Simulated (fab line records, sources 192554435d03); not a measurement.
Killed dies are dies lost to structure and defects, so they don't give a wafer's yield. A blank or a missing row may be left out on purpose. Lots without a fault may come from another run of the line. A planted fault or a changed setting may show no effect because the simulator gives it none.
Which tool did it? | flow n5_finfet | 24 lots, 72 wafers sampled, at 3 steps of a route of 1938

WHAT THE GAUGES READ, wafer by wafer
N5_BEOL_M3_CD_MEAS_35: target cd 18 nm, target cd y 21 nm. Usual: cd_nm 18.3 nm, standard deviation 0.39.
lot  | measured     | on        | cd_nm (nm)     | flag
L075 | day 7 06:11  | cd_sem-01 | 18.2 18.2 18.1 |
L074 | day 7 09:37  | cd_sem-02 | 18.0 18.3 17.8 |
L076 | day 7 09:58  | cd_sem-02 | 19.4 18.9 18.7 |
L077 | day 7 15:53  | cd_sem-02 | 18.6 18.6 18.3 |
L078 | day 8 06:50  | cd_sem-01 | 18.6 18.2 18.7 |
L079 | day 8 07:51  | cd_sem-02 | 17.9 17.8 18.7 |
L080 | day 10 09:43 | cd_sem-03 | 18.0 17.9 17.8 |
L081 | day 13 04:54 | cd_sem-01 | 18.0 17.9 18.5 |
L082 | day 10 11:13 | cd_sem-03 | 18.0 18.1 18.5 |
L083 | day 10 13:03 | cd_sem-03 | 18.1 17.4 18.1 |
L084 | day 10 15:34 | cd_sem-03 | 18.1 18.6 18.6 |
L085 | day 10 15:43 | cd_sem-01 | 18.0 18.5 18.3 |
L086 | day 10 18:34 | cd_sem-02 | 18.4 18.5 18.6 |
L087 | day 10 21:19 | cd_sem-01 | 18.2 18.6 17.2 |
L088 | day 10 22:09 | cd_sem-02 | 18.2 18.7 18.5 |
L089 | day 10 23:59 | cd_sem-01 | 18.4 18.1 18.8 |
L090 | day 11 00:07 | cd_sem-02 | 19.0 18.3 18.1 |
L091 | day 11 14:28 | cd_sem-01 | 18.1 18.2 18.2 |
L092 | day 11 21:41 | cd_sem-02 | 18.5 17.7 18.1 |
L093 | day 12 15:38 | cd_sem-03 | 18.5 18.4 19.0 |
L094 | day 12 16:02 | cd_sem-01 | 18.3 18.3 18.9 |
L095 | day 12 20:28 | cd_sem-03 | 18.3 18.8 19.4 |
L096 | day 13 02:02 | cd_sem-03 | 18.7 18.5 17.7 |
L097 | day 13 14:53 | cd_sem-03 | 18.0 18.6 19.2 |

WHICH TOOL RAN EACH LOT (tool, then ch and the chambers of the sampled wafers, then the start)
lot  | N5_BEOL_M3_STRIP_19                | N5_BEOL_M3_ETCH_69
L075 | rie_diel-02 ch 1,2, day 7 01:31    | rie_diel-02 ch 1,2, day 7 02:05
L074 | rie_diel-02 ch 0,1,2, day 7 02:37  | rie_diel-01 ch 0,1,2, day 7 03:19
L076 | rie_diel-01 ch 0,1, day 7 06:37    | rie_diel-02 ch 0,1,2, day 7 07:19
L077 | rie_diel-01 ch 0,1, day 7 14:26    | rie_diel-01 ch 1,2, day 7 15:08
L078 | rie_diel-06 ch 0,1, day 8 05:23    | rie_diel-01 ch 1,2, day 8 06:05
L079 | rie_diel-01 ch 0,1, day 8 05:45    | rie_diel-06 ch 0,1,2, day 8 06:19
L080 | rie_diel-01 ch 1,3, day 10 07:30   | rie_diel-06 ch 1,3, day 10 08:05
L081 | rie_diel-02 ch 1,2, day 10 07:50   | rie_diel-06 ch 1,2,3, day 10 08:26
L082 | rie_diel-02 ch 0,1, day 10 08:45   | rie_diel-06 ch 1,2, day 10 09:35
L083 | rie_diel-06 ch 2,3, day 10 10:43   | rie_diel-06 ch 1,2,3, day 10 11:17
L084 | rie_diel-01 ch 2,3, day 10 12:38   | rie_diel-06 ch 1,3, day 10 13:25
L085 | rie_diel-06 ch 1,3, day 10 13:32   | rie_diel-06 ch 1,3, day 10 14:09
L086 | rie_diel-01 ch 0,2,3, day 10 13:56 | rie_diel-01 ch 1,2,3, day 10 15:47
L087 | rie_diel-01 ch 0,1,3, day 10 17:04 | rie_diel-01 ch 0,3, day 10 18:47
L088 | rie_diel-06 ch 1,2,3, day 10 19:58 | rie_diel-01 ch 2,3, day 10 20:39
L089 | rie_diel-06 ch 1,2, day 10 20:01   | rie_diel-06 ch 0,3, day 10 20:43
L090 | rie_diel-01 ch 0,2, day 10 20:24   | rie_diel-06 ch 0,2,3, day 10 21:20
L091 | rie_diel-01 ch 0,3, day 11 11:50   | rie_diel-06 ch 0,1,2, day 11 12:32
L092 | rie_diel-06 ch 1,2,3, day 11 15:57 | rie_diel-01 ch 0,1,3, day 11 16:42
L093 | rie_diel-06 ch 0,1,2, day 12 10:19 | rie_diel-01 ch 0,2,3, day 12 11:07
L094 | rie_diel-01 ch 0,1,3, day 12 12:30 | rie_diel-01 ch 0,2,3, day 12 13:04
L095 | rie_diel-06 ch 0,1,3, day 12 16:40 | rie_diel-06 ch 2,3, day 12 17:21
L096 | rie_diel-01 ch 0,2, day 12 21:39   | rie_diel-06 ch 2,3, day 12 22:20
L097 | rie_diel-02 ch 0,2, day 13 13:06   | rie_diel-06 ch 0,1, day 13 13:47
- N5_BEOL_M3_STRIP_19: strips in O2.
- N5_BEOL_M3_ETCH_69: etches SiARC in CF4, target depth 15.6 nm, time 26 s.

WHAT THE TOOLS THEMSELVES READ (means of the sampled wafers that have a number; where no wafer has one, the mark that the record gives instead)
N5_BEOL_M3_STRIP_19. Usual: drypump_motor_current_A 5.7 A, standard deviation 0.42; oes_product_au 0.78 a.u., standard deviation 0.097; rf_vpp_V 3.7 V, standard deviation 0.48; showerhead_plenum_p_Torr 2.12 Torr, standard deviation 0.067; throttle_valve_pct 16.67 %, standard deviation 0.27.
lot  | tool        | drypump_motor_current_A (A) | oes_product_au (a.u.) | rf_vpp_V (V) | showerhead_plenum_p_Torr (Torr) | throttle_valve_pct (%) | flag
L075 | rie_diel-02 | 5.8                         | 0.79                  | 3.8          | 2.14                            | 16.64                  |
L074 | rie_diel-02 | 5.8                         | 0.80                  | 3.9          | 2.17                            | 16.74                  |
L076 | rie_diel-01 | 5.7                         | 0.70                  | 4.0          | 2.09                            | 16.91                  |
L077 | rie_diel-01 | 5.7                         | 0.70                  | 3.7          | 2.08                            | 16.91                  |
L078 | rie_diel-06 | 5.4                         | 0.89                  | 3.8          | 2.10                            | 16.55                  |
L079 | rie_diel-01 | 5.7                         | 0.70                  | 3.7          | 2.08                            | 16.93                  |
L080 | rie_diel-01 | 6.0                         | 0.81                  | 4.2          | 2.12                            | 16.30                  |
L081 | rie_diel-02 | 5.8                         | 0.77                  | 3.0          | 2.14                            | 16.69                  |
L082 | rie_diel-02 | 5.7                         | 0.73                  | 3.2          | 2.14                            | 16.89                  |
L083 | rie_diel-06 | 5.5                         | 0.85                  | 4.0          | 2.09                            | 16.54                  |
L084 | rie_diel-01 | 5.8                         | 0.75                  | 3.8          | 2.14                            | 16.64                  |
L085 | rie_diel-06 | 5.2                         | 0.89                  | 3.6          | 2.09                            | 16.58                  |
L086 | rie_diel-01 | 5.9                         | 0.85                  | 3.7          | 2.11                            | 16.51                  |
L087 | rie_diel-01 | 5.8                         | 0.83                  | 4.1          | 2.10                            | 16.46                  |
L088 | rie_diel-06 | 5.5                         | 0.79                  | 3.5          | 2.13                            | 16.66                  |
L089 | rie_diel-06 | 5.5                         | 0.75                  | 4.2          | 2.19                            | 16.80                  |
L090 | rie_diel-01 | 5.6                         | 0.79                  | 3.1          | 2.12                            | 16.81                  |
L091 | rie_diel-01 | 6.1                         | 0.90                  | 3.9          | 2.06                            | 16.40                  |
L092 | rie_diel-06 | 5.5                         | 0.78                  | 3.7          | 2.13                            | 16.67                  |
L093 | rie_diel-06 | 5.6                         | 0.77                  | 3.4          | 2.13                            | 16.67                  |
L094 | rie_diel-01 | 5.8                         | 0.80                  | 3.5          | 2.09                            | 16.49                  |
L095 | rie_diel-06 | 5.3                         | 0.84                  | 3.9          | 2.09                            | 16.62                  |
L096 | rie_diel-01 | 5.6                         | 0.76                  | 3.8          | 2.12                            | 16.84                  |
L097 | rie_diel-02 | 5.7                         | 0.76                  | 3.3          | 2.18                            | 16.88                  |

N5_BEOL_M3_ETCH_69. Usual: bias_w 36.00 W, standard deviation 0.12; drypump_motor_current_A 5.6 A, standard deviation 0.44; etch_rf_on_time_s 25.6 s, standard deviation 0.62; oes_product_au 0.69 a.u., standard deviation 0.083; rf_vpp_V 184.4 V, standard deviation 1.2; showerhead_plenum_p_Torr 2.17 Torr, standard deviation 0.061; throttle_valve_pct 15.64 %, standard deviation 0.23.
lot  | tool        | bias_w (W) | drypump_motor_current_A (A) | etch_rf_on_time_s (s) | oes_product_au (a.u.) | rf_vpp_V (V) | showerhead_plenum_p_Torr (Torr) | throttle_valve_pct (%) | flag
L075 | rie_diel-02 | 35.96      | 5.7                         | 25.7                  | 0.68                  | 184.4        | 2.18                            | 15.55                  |
L074 | rie_diel-01 | 36.00      | 5.5                         | 26.4                  | 0.61                  | 183.6        | 2.19                            | 15.88                  |
L076 | rie_diel-02 | 35.94      | 5.7                         | 25.6                  | 0.69                  | 185.1        | 2.21                            | 15.66                  |
L077 | rie_diel-01 | 36.05      | 5.3                         | 26.1                  | 0.61                  | 185.1        | 2.22                            | 15.88                  |
L078 | rie_diel-01 | 36.00      | 5.4                         | 26.3                  | 0.61                  | 185.0        | 2.22                            | 15.87                  |
L079 | rie_diel-06 | 36.07      | 5.6                         | 25.2                  | 0.71                  | 184.0        | 2.19                            | 15.57                  |
L080 | rie_diel-06 | 35.97      | 5.1                         | 25.2                  | 0.76                  | 183.9        | 2.16                            | 15.63                  |
L081 | rie_diel-06 | 36.08      | 5.5                         | 25.1                  | 0.69                  | 185.0        | 2.18                            | 15.61                  |
L082 | rie_diel-06 | 36.05      | 5.9                         | 25.2                  | 0.62                  | 184.8        | 2.21                            | 15.60                  |
L083 | rie_diel-06 | 35.97      | 5.5                         | 24.9                  | 0.70                  | 184.9        | 2.18                            | 15.62                  |
L084 | rie_diel-06 | 36.03      | 5.2                         | 25.4                  | 0.72                  | 185.7        | 2.20                            | 15.73                  |
L085 | rie_diel-06 | 35.87      | 5.1                         | 25.2                  | 0.76                  | 184.6        | 2.16                            | 15.62                  |
L086 | rie_diel-01 | 35.96      | 5.7                         | 26.4                  | 0.64                  | 184.5        | 2.20                            | 15.65                  |
L087 | rie_diel-01 | 35.99      | 6.2                         | 26.2                  | 0.76                  | 184.2        | 2.15                            | 15.24                  |
L088 | rie_diel-01 | 35.99      | 6.1                         | 26.1                  | 0.70                  | 184.1        | 2.19                            | 15.37                  |
L089 | rie_diel-06 | 36.01      | 5.2                         | 25.2                  | 0.78                  | 183.9        | 2.11                            | 15.51                  |
L090 | rie_diel-06 | 35.88      | 5.6                         | 25.3                  | 0.72                  | 184.6        | 2.13                            | 15.51                  |
L091 | rie_diel-06 | 35.95      | 5.6                         | 25.1                  | 0.68                  | 184.1        | 2.18                            | 15.62                  |
L092 | rie_diel-01 | 36.03      | 5.8                         | 26.2                  | 0.70                  | 183.8        | 2.16                            | 15.54                  |
L093 | rie_diel-01 | 35.95      | 5.9                         | 26.0                  | 0.70                  | 184.0        | 2.15                            | 15.53                  |
L094 | rie_diel-01 | 35.99      | 5.9                         | 25.9                  | 0.70                  | 184.0        | 2.15                            | 15.53                  |
L095 | rie_diel-06 | 35.91      | 5.5                         | 25.2                  | 0.71                  | 184.0        | 2.14                            | 15.56                  |
L096 | rie_diel-06 | 35.98      | 5.5                         | 25.0                  | 0.71                  | 183.5        | 2.13                            | 15.55                  |
L097 | rie_diel-06 | 35.95      | 5.3                         | 25.3                  | 0.69                  | 184.7        | 2.19                            | 15.75                  |

THE ANSWER, worked out from the rows above alone
Rule: a lot is off if the mean of its wafers that have a number lies more than 3 standard deviations from the usual mean. A lot without any number at a reading at which 4 lots or more have one is off too. The other lots that the step has rows for count as sound. The gauges are gone through in route order, then the tools' own readings, and for those a lot's mean is taken as printed above. The first step at which some lot is off is used, and at that step the reading that is off furthest; a lot without a number counts as furthest.
No lot is off at any reading shown: from this, nothing can be told.

WHAT THE SIMULATOR HAD PUT IN
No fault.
